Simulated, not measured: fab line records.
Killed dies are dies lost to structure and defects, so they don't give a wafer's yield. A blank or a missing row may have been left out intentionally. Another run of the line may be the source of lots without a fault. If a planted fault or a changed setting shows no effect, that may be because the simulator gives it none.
fab line records	flow n5-finfet
[record] lots = 24	wafers = 72	last-day = 18
route steps=1938 shown ZERO_LAYER@19 WELL_APT@29 PMOS_HMC_CHANNEL_EPI@68 FIN_SAQP@94
lots untouched by any fault: they come from a run of this same line in which no faults occurred
start-h: start of the lot's first displayed wafer, in hours after the record's first day	wait-h: hours from the lot's prior step to this one	" repeats the value in the row above	L1.1+2: one row covering several wafers at once	- no value present, or no start provided	* or withheld: withheld	< > ~ a bound
route shown NAME@n: NAME is a module with steps in the file, n the number in the route of the first one	usual: average and standard deviation across the fault-free wafers	same: alike in all rows	chamber/n: place in a boat	sites: readings site by site	_std_site: how widely they spread, as a standard deviation	_edge_site: mean of outer sites minus mean of inner sites	radius-mm: how far each site lies from the wafer's centre	mask NAME#n: copy n	behind: the most recent tool/chamber to have shaped the wafer	hold: the reason the lot was held/the length of the hold in hours/how it ended	device: whichever transistor did not switch (one of n, p or np)	end of line: tests of these same wafers at the route's end	step lacking rows: just its recipe	killed: not the wafer's yield, but the dies lost to structure and defects at the first sort	map: the dies of a wafer, with x for killed, . for not killed, _ for no die there
set.NAME: the setting as run; set.NAME@STEP: as run at that earlier step	model.NAME: the simulator's own value behind a step, which no gauge read
a sample of lots followed through the steps of the route, with each step as a table and each wafer as a row
services: from which hour (start-h, from the record's first day; less than 0 if before it) a tool's chamber was out of use, for how many hours, and why
[[steps]]
[step N5_ZERO_LAYER_INSPECT_20]
[recipe] inspect-instrument = darkfield	mode = post-clean
[usual] raw-defect-count = 35/15
lot.wafer	tool	chamber	start-h	wait-h	raw-defect-count
L074.2	defect-inspect-02	-	13.41	0.0	30
L074.3	"	-	"	"	23
L074.5	"	-	"	"	39
L075.2	defect-inspect-02	-	19.38	0.0	27
L075.4	"	-	"	"	28
L075.6	"	-	"	"	17
L076.3	defect-inspect-02	-	25.52	0.0	22
L076.4	"	-	"	"	18
L076.6	"	-	"	"	29
L077.1	defect-inspect-01	-	31.42	0.0	45
L077.2	"	-	"	"	34
L077.3	"	-	"	"	68
L078.1	defect-inspect-01	-	37.44	0.0	54
L078.2	"	-	"	"	38
L078.5	"	-	"	"	36
L079.1	defect-inspect-02	-	43.27	0.0	22
L079.3	"	-	"	"	16
L079.5	"	-	"	"	12
L080.4	defect-inspect-02	-	49.51	0.0	43
L080.5	"	-	"	"	68
L080.6	"	-	"	"	49
L081.2	defect-inspect-01	-	55.43	0.0	54
L081.3	"	-	"	"	43
L081.4	"	-	"	"	40
L082.3	defect-inspect-02	-	61.25	0.0	19
L082.4	"	-	"	"	20
L082.6	"	-	"	"	30
L083.1	defect-inspect-01	-	67.38	0.0	35
L083.4	"	-	"	"	57
L083.5	"	-	"	"	15
L084.2	defect-inspect-02	-	73.28	0.0	35
L084.3	"	-	"	"	26
L084.6	"	-	"	"	32
L085.3	defect-inspect-02	-	79.41	0.0	15
L085.5	"	-	"	"	34
L085.6	"	-	"	"	24
L086.2	defect-inspect-01	-	85.26	0.0	35
L086.3	"	-	"	"	52
L086.6	"	-	"	"	16
L087.1	defect-inspect-01	-	91.36	0.0	40
L087.2	"	-	"	"	29
L087.5	"	-	"	"	64
L088.1	defect-inspect-01	-	98.68	0.0	55
L088.5	"	-	"	"	58
L088.6	"	-	"	"	19
L089.1	defect-inspect-01	-	103.43	0.0	36
L089.2	"	-	"	"	98
L089.6	"	-	"	"	28
L090.1	defect-inspect-01	-	109.26	0.0	63
L090.4	"	-	"	"	31
L090.5	"	-	"	"	58
L091.1	defect-inspect-01	-	115.50	0.0	22
L091.4	"	-	"	"	39
L091.5	"	-	"	"	37
L092.2	defect-inspect-02	-	121.39	0.0	37
L092.3	"	-	"	"	34
L092.6	"	-	"	"	33
L093.2	defect-inspect-02	-	127.47	0.0	24
L093.5	"	-	"	"	14
L093.6	"	-	"	"	18
L094.2	defect-inspect-02	-	133.38	0.0	39
L094.3	"	-	"	"	32
L094.4	"	-	"	"	23
L095.3	defect-inspect-02	-	139.26	0.0	25
L095.5	"	-	"	"	23
L095.6	"	-	"	"	26
L096.3	defect-inspect-01	-	145.25	0.0	18
L096.4	"	-	"	"	46
L096.5	"	-	"	"	20
L097.2	defect-inspect-01	-	151.38	0.0	26
L097.4	"	-	"	"	35
L097.5	"	-	"	"	49
[step N5_WELL_APT_OVL_MEAS_09]
[recipe] points-per-wafer = 44
[usual] NWELL_OVL = 0/4.8
lot.wafer	tool	chamber	start-h	wait-h	NWELL_OVL[nm]
L074.2	overlay-02	0	13.87	0.0	10
L074.3	"	0	"	"	9
L074.5	"	0	"	"	5
L075.2	overlay-02	0	19.71	0.0	-3
L075.4	"	0	"	"	3
L075.6	"	0	"	"	-4
L076.3	overlay-02	0	25.98	0.0	-3
L076.4	"	0	"	"	5
L076.6	"	0	"	"	3
L077.1	overlay-02	0	31.75	0.0	-4
L077.2	"	0	"	"	-1
L077.3	"	0	"	"	-3
L078.1	overlay-02	0	37.89	0.0	-3
L078.2	"	0	"	"	-1
L078.5	"	0	"	"	-2
L079.1	overlay-02	0	43.60	0.0	3
L079.3	"	0	"	"	4
L079.5	"	0	"	"	8
L080.4	overlay-02	0	49.97	0.0	-5
L080.5	"	0	"	"	-9
L080.6	"	0	"	"	-9
L081.2	overlay-02	0	55.76	0.0	8
L081.3	"	0	"	"	5
L081.4	"	0	"	"	1
L082.3	overlay-01	0	61.72	0.0	4
L082.4	"	0	"	"	3
L082.6	"	0	"	"	3
L083.1	overlay-02	0	67.71	0.0	-9
L083.4	"	0	"	"	-4
L083.5	"	0	"	"	-2
L084.2	overlay-02	0	73.62	0.0	3
L084.3	"	0	"	"	-1
L084.6	"	0	"	"	-1
L085.3	overlay-02	0	79.87	0.0	0
L085.5	"	0	"	"	-4
L085.6	"	0	"	"	5
L086.2	overlay-01	0	85.72	0.0	3
L086.3	"	0	"	"	1
L086.6	"	0	"	"	-5
L087.1	overlay-02	0	91.82	0.0	4
L087.2	"	0	"	"	2
L087.5	"	0	"	"	2
L088.1	overlay-01	0	99.14	0.0	0
L088.5	"	0	"	"	-2
L088.6	"	0	"	"	-9
L089.1	overlay-01	0	103.89	0.0	2
L089.2	"	0	"	"	7
L089.6	"	0	"	"	1
L090.1	overlay-01	0	109.60	0.0	8
L090.4	"	0	"	"	4
L090.5	"	0	"	"	2
L091.1	overlay-01	0	115.83	0.0	-5
L091.4	"	0	"	"	3
L091.5	"	0	"	"	-4
L092.2	overlay-01	0	121.85	0.0	-6
L092.3	"	0	"	"	0
L092.6	"	0	"	"	1
L093.2	overlay-02	0	127.92	0.0	-1
L093.5	"	0	"	"	-3
L093.6	"	0	"	"	-7
L094.2	overlay-02	0	133.84	0.0	-3
L094.3	"	0	"	"	-8
L094.4	"	0	"	"	-7
L095.3	overlay-01	0	139.59	0.0	1
L095.5	"	0	"	"	0
L095.6	"	0	"	"	-3
L096.3	overlay-01	0	145.71	0.0	-6
L096.4	"	0	"	"	1
L096.5	"	0	"	"	-7
L097.2	overlay-01	0	151.84	0.0	0
L097.4	"	0	"	"	4
L097.5	"	0	"	"	-1
[step N5_PMOS_HMC_CHANNEL_EPI_DESCUM_14]
[recipe] chemistry = O2	time-s = 7.9	source-power-w = 50	bias-power-w = 20	pressure-mtorr = 20	rf-frequency-hz = 2.712e+07	temp-c = 40	resist = CAR-ArF-block	o2-flow-sccm = 225
[usual] drypump-motor-current-A = 5.6/0.41	oes-product-au = 0.77/0.082	rf-vpp-V = 243.1/1.3	showerhead-plenum-p-Torr = 2.10/0.078	throttle-valve-pct = 20.48/0.27
lot.wafer	tool	chamber	start-h	wait-h	drypump-motor-current-A	oes-product-au	rf-hours-counter-h	rf-vpp-V	showerhead-plenum-p-Torr	throttle-valve-pct
L074.2	rie-diel-04	3	18.59	0.3	5.4	0.70	251	241.9	1.98	20.29
L074.3	"	1	"	"	5.0	0.71	176	245.1	2.06	20.33
L074.5	"	0	"	"	6.3	0.67	-	242.1	2.04	20.79
L075.2	rie-diel-03	3	23.45	0.3	5.9	0.71	226	242.4	2.15	20.48
L075.4	"	1	"	"	4.9	0.71	213	244.6	2.16	20.61
L075.6	"	2	"	"	6.0	0.74	-	240.8	2.01	20.33
L076.3	rie-diel-03	0	29.80	0.0	5.8	0.76	123	244.0	2.22	20.96
L076.4	"	1	"	"	4.9	0.71	216	243.9	2.16	20.61
L076.6	"	0	"	"	5.8	0.75	-	244.5	2.22	20.98
L077.1	rie-diel-05	2	36.20	0.1	5.8	0.77	93	243.4	2.13	20.67
L077.2	"	0	"	"	6.1	0.68	239	242.9	2.07	20.29
L077.3	"	1	"	"	5.5	0.77	120	241.5	2.03	20.18
L078.1	rie-diel-03	3	41.46	0.0	5.9	0.70	231	243.2	2.15	20.48
L078.2	"	1	"	"	4.9	0.70	219	243.5	2.16	20.61
L078.5	"	3	"	"	5.9	0.70	-	244.1	2.15	20.48
L079.1	rie-diel-05	1	47.71	0.0	5.5	0.78	124	242.9	2.03	20.20
L079.3	"	2	"	"	5.8	0.78	97	243.2	2.13	20.66
L079.5	"	3	"	"	5.4	0.88	-	242.5	2.15	20.58
L080.4	rie-diel-05	3	53.49	0.0	5.5	0.88	40	243.4	2.14	20.60
L080.5	"	2	"	"	5.8	0.77	-	244.6	2.13	20.68
L080.6	"	1	"	"	5.5	0.79	-	240.6	2.03	20.21
L081.2	rie-diel-03	2	59.31	0.0	6.0	0.74	174	240.7	2.00	20.34
L081.3	"	0	"	"	5.8	0.76	133	244.8	2.22	20.98
L081.4	"	3	"	"	5.9	0.70	-	243.7	2.14	20.50
L082.3	rie-diel-04	1	65.50	0.0	5.0	0.70	198	243.0	2.05	20.37
L082.4	"	0	"	"	6.3	0.92	10	243.9	2.04	20.44
L082.6	"	1	"	"	5.0	0.70	-	243.3	2.05	20.36
L083.1	rie-diel-03	0	71.42	0.0	5.8	0.75	138	243.9	2.21	21.00
L083.4	"	2	"	"	6.0	0.73	179	241.7	2.00	20.35
L083.5	"	0	"	"	5.8	0.74	-	243.4	2.21	20.97
L084.2	rie-diel-05	1	77.64	0.0	5.5	0.77	135	239.9	2.02	20.22
L084.3	"	2	"	"	5.8	0.77	108	243.4	2.13	20.70
L084.6	"	1	"	"	5.5	0.77	-	242.6	2.02	20.22
L085.3	rie-diel-04	3	83.59	0.0	5.4	0.94	6	244.2	2.25	19.89
L085.5	"	1	"	"	5.0	0.70	-	242.8	2.05	20.39
L085.6	"	2	"	"	5.0	0.78	-	242.1	2.00	20.31
L086.2	rie-diel-05	3	89.94	0.4	5.4	0.86	52	243.1	2.14	20.61
L086.3	"	0	"	"	6.1	1.03	0	243.6	2.06	19.97
L086.6	"	2	"	"	5.8	0.77	-	244.3	2.13	20.70
L087.1	rie-diel-04	3	97.92	0.8	5.4	0.93	9	242.6	2.25	19.91
L087.2	"	1	"	"	5.0	0.69	209	243.8	2.05	20.39
L087.5	"	2	"	"	5.0	0.77	-	242.1	2.00	20.31
L088.1	rie-diel-03	0	103.32	0.1	5.8	0.73	146	243.8	2.21	21.01
L088.5	"	3	"	"	5.9	0.68	-	245.1	2.14	20.51
L088.6	"	0	"	"	5.8	0.74	-	244.7	2.21	20.99
L089.1	rie-diel-03	1	107.60	0.4	4.9	0.69	239	243.4	2.15	20.65
L089.2	"	2	"	"	6.0	0.72	192	241.4	2.00	20.37
L089.6	"	1	"	"	4.9	0.69	-	244.2	2.15	20.65
L090.1	rie-diel-03	0	114.06	0.1	5.8	0.73	150	245.2	2.21	21.00
L090.4	"	1	"	"	4.9	0.68	-	243.7	2.15	20.64
L090.5	"	2	"	"	6.0	0.72	-	241.3	2.00	20.38
L091.1	rie-diel-05	1	119.41	0.0	5.5	0.74	149	241.4	2.02	20.24
L091.4	"	3	"	"	5.4	0.84	62	244.8	2.14	20.62
L091.5	"	0	"	"	6.1	0.97	-	243.3	2.06	19.97
L092.2	rie-diel-05	2	125.21	0.0	5.8	0.75	122	244.4	2.12	20.70
L092.3	"	1	"	"	5.5	0.75	150	240.3	2.02	20.25
L092.6	"	1	"	"	5.5	0.76	-	241.2	2.02	20.24
L093.2	rie-diel-04	2	132.01	0.4	5.0	0.75	161	241.6	2.00	20.33
L093.5	"	1	"	"	5.0	0.69	-	244.1	2.05	20.41
L093.6	"	0	"	"	6.3	0.88	-	243.4	2.03	20.46
L094.2	rie-diel-04	2	137.56	0.0	5.0	0.75	163	241.1	2.00	20.35
L094.3	"	3	"	"	5.4	0.89	22	244.9	2.24	19.93
L094.4	"	1	"	"	5.0	0.68	222	241.8	2.05	20.41
L095.3	rie-diel-05	1	143.63	0.0	5.5	0.74	155	242.2	2.02	20.27
L095.5	"	3	"	"	5.4	0.84	-	241.8	2.13	20.64
L095.6	"	2	"	"	5.8	0.75	-	244.0	2.12	20.73
L096.3	rie-diel-04	2	149.22	0.0	5.0	0.75	166	240.7	1.99	20.33
L096.4	"	0	"	"	6.3	0.87	37	242.8	2.03	20.49
L096.5	"	3	"	"	5.4	0.88	-	245.9	2.24	19.92
L097.2	rie-diel-03	2	155.89	0.0	5.9	0.72	208	242.1	1.99	20.40
L097.4	"	3	"	"	5.9	0.93	-	244.3	2.14	20.27
L097.5	"	2	"	"	5.9	0.72	-	241.3	1.99	20.41
[step N5_PMOS_HMC_CHANNEL_EPI_THK_MEAS_22]
[recipe] reads = SiGe30_of_PMOS_HMC_CHANNEL_EPI_EPI_20
[usual] HMC_CMP_THK = 54.4/0.92
lot.wafer	tool	chamber	start-h	wait-h	HMC_CMP_THK[nm]
L074.2	film-metro-01	-	21.79	-	55.6
L074.3	"	-	"	"	54.9
L074.5	"	-	"	"	55.5
L075.2	film-metro-02	-	25.74	-	55.6
L075.4	"	-	"	"	55.5
L075.6	"	-	"	"	55.8
L076.3	film-metro-02	-	32.07	-	53.8
L076.4	"	-	"	"	55.2
L076.6	"	-	"	"	53.3
L077.1	film-metro-01	-	38.46	-	53.9
L077.2	"	-	"	"	53.4
L077.3	"	-	"	"	53.4
L078.1	film-metro-02	-	44.36	-	54.2
L078.2	"	-	"	"	55.3
L078.5	"	-	"	"	55.8
L079.1	film-metro-01	-	49.97	-	53.9
L079.3	"	-	"	"	55.1
L079.5	"	-	"	"	54.9
L080.4	film-metro-02	-	55.75	-	55.0
L080.5	"	-	"	"	56.1
L080.6	"	-	"	"	55.3
L081.2	film-metro-01	-	61.97	-	55.3
L081.3	"	-	"	"	53.4
L081.4	"	-	"	"	53.5
L082.3	film-metro-01	-	67.76	-	55.3
L082.4	"	-	"	"	54.7
L082.6	"	-	"	"	52.8
L083.1	film-metro-02	-	73.68	-	54.1
L083.4	"	-	"	"	54.7
L083.5	"	-	"	"	54.8
L084.2	film-metro-01	-	80.29	-	54.3
L084.3	"	-	"	"	55.2
L084.6	"	-	"	"	55.0
L085.3	film-metro-01	-	86.25	-	53.9
L085.5	"	-	"	"	54.9
L085.6	"	-	"	"	53.8
L086.2	film-metro-02	-	92.19	-	54.0
L086.3	"	-	"	"	52.7
L086.6	"	-	"	"	52.4
L087.1	film-metro-02	-	100.58	-	53.0
L087.2	"	-	"	"	53.2
L087.5	"	-	"	"	54.2
L088.1	film-metro-02	-	105.99	-	54.9
L088.5	"	-	"	"	53.6
L088.6	"	-	"	"	54.7
L089.1	film-metro-01	-	109.88	-	54.2
L089.2	"	-	"	"	55.4
L089.6	"	-	"	"	55.3
L090.1	film-metro-02	-	116.73	-	53.8
L090.4	"	-	"	"	53.4
L090.5	"	-	"	"	53.3
L091.1	film-metro-02	-	122.07	-	54.0
L091.4	"	-	"	"	55.0
L091.5	"	-	"	"	55.0
L092.2	film-metro-02	-	127.47	-	52.9
L092.3	"	-	"	"	54.8
L092.6	"	-	"	"	54.8
L093.2	film-metro-02	-	134.66	-	55.1
L093.5	"	-	"	"	53.9
L093.6	"	-	"	"	54.6
L094.2	film-metro-01	-	139.82	-	55.1
L094.3	"	-	"	"	55.2
L094.4	"	-	"	"	54.3
L095.3	film-metro-01	-	146.29	-	54.9
L095.5	"	-	"	"	53.6
L095.6	"	-	"	"	55.4
L096.3	film-metro-02	-	151.88	-	52.7
L096.4	"	-	"	"	52.5
L096.5	"	-	"	"	52.7
L097.2	film-metro-01	-	158.15	-	53.4
L097.4	"	-	"	"	52.4
L097.5	"	-	"	"	54.2
[step N5_FIN_SAQP_ALD_61]
[recipe] material = SiO2	target-thk-a = 40	temp-c = 300	ald-precursor-family = BDEAS	ald-co-reactant = O2-plasma	pulse-time-s = 1	purge-time-s = 2	co-reactant-purge-time-s = 2	ald-cycles = 43	pressure-torr = 2
[usual] chamber-pressure-Torr = 2.000/0.0041	heater-power-w = 493/48	precursor-pulse-height-rel = 0.999/0.02	susceptor-temp-C = 300.01/0.19
lot.wafer	tool	chamber	start-h	wait-h	chamber-pressure-Torr	heater-power-w	precursor-pulse-height-rel	susceptor-temp-C
L074.2	ald-sin-03	0	22.84	0.5	1.998	521	1.006	299.96
L074.3	"	3	"	"	2.007	563	1.006	299.97
L074.5	"	3	"	"	2.001	572	0.968	299.83
L075.2	ald-sin-04	2	26.83	0.1	2.000	472	0.991	299.86
L075.4	"	0	"	"	1.995	519	1.001	299.89
L075.6	"	3	"	"	1.998	480	0.971	300.18
L076.3	ald-sin-01	2	32.67	0.0	2.002	562	0.964	299.59
L076.4	"	1	"	"	2.006	416	1.005	300.07
L076.6	"	2	"	"	1.999	559	1.010	299.86
L077.1	ald-sin-01	1	39.06	0.0	2.008	428	1.019	299.74
L077.2	"	2	"	"	2.003	549	0.986	299.91
L077.3	"	0	"	"	1.999	448	0.993	299.90
L078.1	ald-sin-01	3	44.96	0.0	1.999	516	1.013	299.90
L078.2	"	0	"	"	1.990	459	0.981	299.85
L078.5	"	1	"	"	2.000	421	0.999	299.74
L079.1	ald-sin-03	3	50.57	0.0	1.996	555	1.015	300.07
L079.3	"	0	"	"	1.993	523	1.026	300.16
L079.5	"	2	"	"	2.000	496	1.008	299.82
L080.4	ald-sin-03	3	56.45	0.1	2.002	557	1.018	300.04
L080.5	"	2	"	"	1.996	492	1.014	300.19
L080.6	"	1	"	"	2.006	505	0.981	300.00
L081.2	ald-sin-01	0	62.57	0.0	2.005	460	0.983	299.86
L081.3	"	3	"	"	1.997	526	1.017	299.93
L081.4	"	1	"	"	1.996	427	0.996	299.95
L082.3	ald-sin-03	0	68.54	0.1	2.003	507	1.019	299.96
L082.4	"	1	"	"	1.993	528	1.005	299.86
L082.6	"	2	"	"	2.004	500	1.027	300.36
L083.1	ald-sin-04	1	74.52	0.0	2.002	450	1.002	299.77
L083.4	"	2	"	"	1.995	482	1.024	300.38
L083.5	"	3	"	"	2.008	481	1.016	299.61
L084.2	ald-sin-01	2	81.13	0.0	1.994	558	1.003	300.39
L084.3	"	3	"	"	1.998	526	1.017	299.99
L084.6	"	1	"	"	1.999	417	1.022	299.93
L085.3	ald-sin-04	1	89.07	2.2	1.998	452	1.030	299.85
L085.5	"	3	"	"	1.999	475	0.960	300.13
L085.6	"	0	"	"	2.002	518	1.025	299.96
L086.2	ald-sin-04	2	93.49	0.6	2.002	486	1.036	300.04
L086.3	"	0	"	"	1.993	514	1.031	300.51
L086.6	"	1	"	"	2.006	458	0.993	299.85
L087.1	ald-sin-01	1	101.72	0.5	1.998	394	1.034	300.09
L087.2	"	0	"	"	1.995	434	1.048	299.97
L087.5	"	1	"	"	1.997	394	0.990	300.11
L088.1	ald-sin-01	3	106.74	0.1	2.006	513	0.996	300.22
L088.5	"	0	"	"	2.002	429	0.983	300.06
L088.6	"	1	"	"	1.997	394	0.958	300.04
L089.1	ald-sin-04	0	110.48	0.0	2.001	520	1.030	300.60
L089.2	"	1	"	"	1.997	457	0.976	299.83
L089.6	"	2	"	"	2.005	480	1.024	299.87
L090.1	ald-sin-04	3	117.53	0.1	2.007	465	1.032	300.15
L090.4	"	2	"	"	1.996	484	1.034	300.08
L090.5	"	3	"	"	2.004	481	1.013	300.18
L091.1	ald-sin-01	1	122.68	0.0	2.001	400	1.006	300.05
L091.4	"	0	"	"	2.002	426	0.984	299.77
L091.5	"	3	"	"	1.999	511	1.013	299.79
L092.2	ald-sin-04	1	128.22	0.2	2.003	444	0.993	300.06
L092.3	"	0	"	"	1.998	525	0.939	299.96
L092.6	"	0	"	"	1.999	532	0.997	299.75
L093.2	ald-sin-04	2	135.86	0.3	2.004	463	0.976	299.98
L093.5	"	0	"	"	2.004	515	0.989	300.13
L093.6	"	1	"	"	1.997	434	1.010	299.92
L094.2	ald-sin-03	1	140.42	0.0	1.998	523	1.002	300.11
L094.3	"	0	"	"	2.006	508	0.979	299.86
L094.4	"	3	"	"	1.999	581	1.017	300.17
L095.3	ald-sin-03	0	147.89	0.9	2.004	522	0.988	300.25
L095.5	"	3	"	"	2.004	566	1.006	300.03
L095.6	"	0	"	"	1.995	511	0.990	300.19
L096.3	ald-sin-03	2	152.49	0.0	1.995	504	1.004	299.65
L096.4	"	1	"	"	1.994	527	1.003	300.17
L096.5	"	0	"	"	2.006	524	0.986	299.73
L097.2	ald-sin-01	2	159.70	0.9	1.995	550	1.019	299.93
L097.4	"	0	"	"	1.999	422	0.998	300.43
L097.5	"	1	"	"	2.001	396	0.983	299.99
[step N5_FIN_SAQP_DESCUM_21]
[recipe] chemistry = O2	time-s = 7.9	source-power-w = 50	bias-power-w = 20	pressure-mtorr = 20	rf-frequency-hz = 2.712e+07	temp-c = 40	resist = CAR-ArF	o2-flow-sccm = 225
[usual] drypump-motor-current-A = 5.9/0.36	oes-product-au = 0.79/0.11	rf-vpp-V = 243.7/1.3	showerhead-plenum-p-Torr = 2.14/0.069	throttle-valve-pct = 20.58/0.25
lot.wafer	tool	chamber	start-h	wait-h	drypump-motor-current-A	oes-product-au	rf-hours-counter-h	rf-vpp-V	showerhead-plenum-p-Torr	throttle-valve-pct
L074.2	rie-diel-06	3	24.27	0.0	5.4	0.73	139	243.7	2.09	20.63
L074.3	"	0	"	"	6.2	0.66	236	242.3	2.07	20.82
L074.5	"	2	"	"	5.7	0.67	-	242.5	2.06	20.50
L075.2	rie-diel-06	2	28.42	0.0	5.7	0.68	235	243.2	2.06	20.50
L075.4	"	3	"	"	5.4	0.73	140	242.9	2.09	20.64
L075.6	"	2	"	"	5.7	0.68	-	243.5	2.06	20.50
L076.3	rie-diel-01	0	40.48	0.0	6.0	0.98	1	245.6	2.24	20.28
L076.4	"	3	"	"	5.4	0.69	233	241.2	1.99	20.95
L076.6	"	3	"	"	5.3	0.69	-	242.0	1.99	20.97
L077.1	rie-diel-01	3	40.74	0.3	5.3	0.69	233	240.6	1.99	20.96
L077.2	"	0	"	"	6.0	0.98	2	244.5	2.24	20.31
L077.3	"	2	"	"	5.9	0.73	183	243.8	2.18	20.59
L078.1	rie-diel-02	3	46.26	0.0	5.5	0.71	231	242.4	2.18	20.40
L078.2	"	0	"	"	6.0	0.97	4	244.2	2.14	20.11
L078.5	"	0	"	"	6.0	0.97	-	244.0	2.14	20.13
L079.1	rie-diel-01	2	52.16	0.2	5.9	0.73	188	244.0	2.18	20.60
L079.3	"	3	"	"	5.3	0.69	238	241.1	1.99	20.97
L079.5	"	1	"	"	6.1	0.71	-	243.2	2.09	20.65
L080.4	rie-diel-06	0	57.83	0.0	6.2	0.65	245	241.7	2.06	20.83
L080.5	"	2	"	"	5.7	0.67	-	243.8	2.05	20.51
L080.6	"	1	"	"	6.5	0.70	-	243.9	2.17	20.99
L081.2	rie-diel-01	2	64.05	0.2	5.9	0.72	192	244.5	2.18	20.62
L081.3	"	3	"	"	5.3	0.69	242	241.5	1.99	20.99
L081.4	"	0	"	"	6.0	0.94	12	244.9	2.24	20.31
L082.3	rie-diel-06	0	69.84	0.0	6.2	0.65	250	241.7	2.06	20.85
L082.4	"	3	"	"	5.4	0.73	-	245.0	2.08	20.65
L082.6	"	0	"	"	6.2	0.65	-	242.8	2.06	20.84
L083.1	rie-diel-06	0	75.88	0.0	6.2	0.65	252	243.0	2.06	20.84
L083.4	"	3	"	"	5.4	0.73	-	242.6	2.08	20.66
L083.5	"	0	"	"	6.2	0.66	-	243.1	2.06	20.85
L084.2	rie-diel-06	1	82.56	0.0	6.5	0.69	232	244.3	2.17	21.00
L084.3	"	3	"	"	5.4	0.71	162	242.6	2.08	20.65
L084.6	"	1	"	"	6.5	0.69	-	244.7	2.17	21.01
L085.3	rie-diel-02	1	91.31	1.0	5.5	0.75	171	244.6	2.18	20.75
L085.5	"	0	"	"	6.0	0.92	-	244.5	2.14	20.17
L085.6	"	1	"	"	5.5	0.76	-	245.9	2.18	20.73
L086.2	rie-diel-02	1	96.00	1.2	5.5	0.75	173	244.0	2.18	20.76
L086.3	"	2	"	"	6.2	0.94	14	243.9	2.14	20.05
L086.6	"	2	"	"	6.2	0.94	-	242.5	2.14	20.06
L087.1	rie-diel-02	2	102.89	0.0	6.2	0.93	18	243.0	2.14	20.07
L087.2	"	0	"	"	6.0	0.90	29	242.8	2.14	20.16
L087.5	"	0	"	"	6.0	0.90	-	244.2	2.14	20.16
L088.1	rie-diel-01	2	107.95	0.1	5.9	0.72	204	245.1	2.17	20.61
L088.5	"	1	"	"	6.1	0.71	-	242.2	2.08	20.70
L088.6	"	2	"	"	5.9	0.72	-	245.3	2.17	20.63
L089.1	rie-diel-01	0	111.97	0.1	6.0	0.90	25	245.2	2.23	20.35
L089.2	"	3	"	"	5.3	0.97	3	245.7	2.25	20.61
L089.6	"	0	"	"	6.0	0.90	-	245.4	2.23	20.34
L090.1	rie-diel-01	0	118.83	0.0	6.0	0.90	27	243.2	2.23	20.33
L090.4	"	2	"	"	5.9	0.72	208	243.8	2.17	20.62
L090.5	"	0	"	"	6.0	0.90	-	245.6	2.23	20.33
L091.1	rie-diel-06	3	124.05	0.2	5.4	0.70	183	243.9	2.07	20.70
L091.4	"	0	"	"	6.2	0.96	-	241.6	2.06	20.58
L091.5	"	2	"	"	5.7	0.91	-	241.9	2.04	20.23
L092.2	rie-diel-01	3	129.59	0.0	5.3	0.94	9	245.4	2.25	20.60
L092.3	"	2	"	"	5.9	0.71	212	243.5	2.17	20.65
L092.6	"	2	"	"	5.9	0.71	-	242.9	2.17	20.63
L093.2	rie-diel-01	3	137.04	0.0	5.3	0.94	11	245.3	2.25	20.63
L093.5	"	3	"	"	5.3	0.94	-	244.7	2.25	20.63
L093.6	"	2	"	"	5.9	0.71	-	244.8	2.17	20.63
L094.2	rie-diel-01	1	141.86	0.0	6.1	0.70	239	242.2	2.08	20.69
L094.3	"	0	"	"	6.0	0.89	35	245.7	2.23	20.34
L094.4	"	3	"	"	5.3	0.92	13	244.9	2.25	20.62
L095.3	rie-diel-01	1	149.61	0.4	6.1	0.70	241	243.5	2.07	20.72
L095.5	"	0	"	"	6.0	0.89	-	243.9	2.23	20.34
L095.6	"	1	"	"	6.0	0.70	-	241.8	2.07	20.71
L096.3	rie-diel-06	3	154.10	0.4	5.4	0.70	195	242.2	2.07	20.71
L096.4	"	2	"	"	5.7	0.89	32	242.9	2.04	20.26
L096.5	"	1	"	"	6.5	0.96	-	243.3	2.16	20.68
L097.2	rie-diel-02	2	161.02	0.0	6.2	0.89	40	244.6	2.13	20.10
L097.4	"	3	"	"	5.5	0.89	13	244.6	2.17	20.14
L097.5	"	2	"	"	6.2	0.90	-	243.8	2.13	20.10
[[services]]
tool	chamber	start-h	hours	kind
rie-diel-01	-	-4.04	2.8	pm
rie-diel-04	2	9.42	16.4	repair
ald-sin-03	1	11.87	2.0	repair
rie-diel-02	0	12.88	9.9	repair
ald-sin-03	-	14.88	0.4	repair
rie-diel-01	0	16.12	-	clean
rie-diel-01	0	16.12	-	consumable-replace:focus-ring
rie-diel-01	0	16.12	-	consumable-replace:showerhead
rie-diel-01	0	16.12	20.1	scheduled-down
rie-diel-01	-	18.05	1.2	repair
rie-diel-06	0	29.58	8.5	repair
rie-diel-06	-	31.87	2.8	pm
ald-sin-04	0	61.54	4.6	repair
ald-sin-01	0	70.17	24.0	repair
ald-sin-03	1	70.58	1.9	repair
rie-diel-03	3	74.51	6.5	repair
rie-diel-03	0	83.65	4.6	repair
rie-diel-01	-	86.10	14.6	pm
ald-sin-01	-	87.62	14.0	pm
rie-diel-06	0	89.21	9.2	repair
ald-sin-03	2	121.08	6.2	repair
ald-sin-01	-	144.75	4.3	pm
ald-sin-03	1	147.61	3.5	repair
ald-sin-03	-	151.62	0.4	repair
[[key]]
fault none
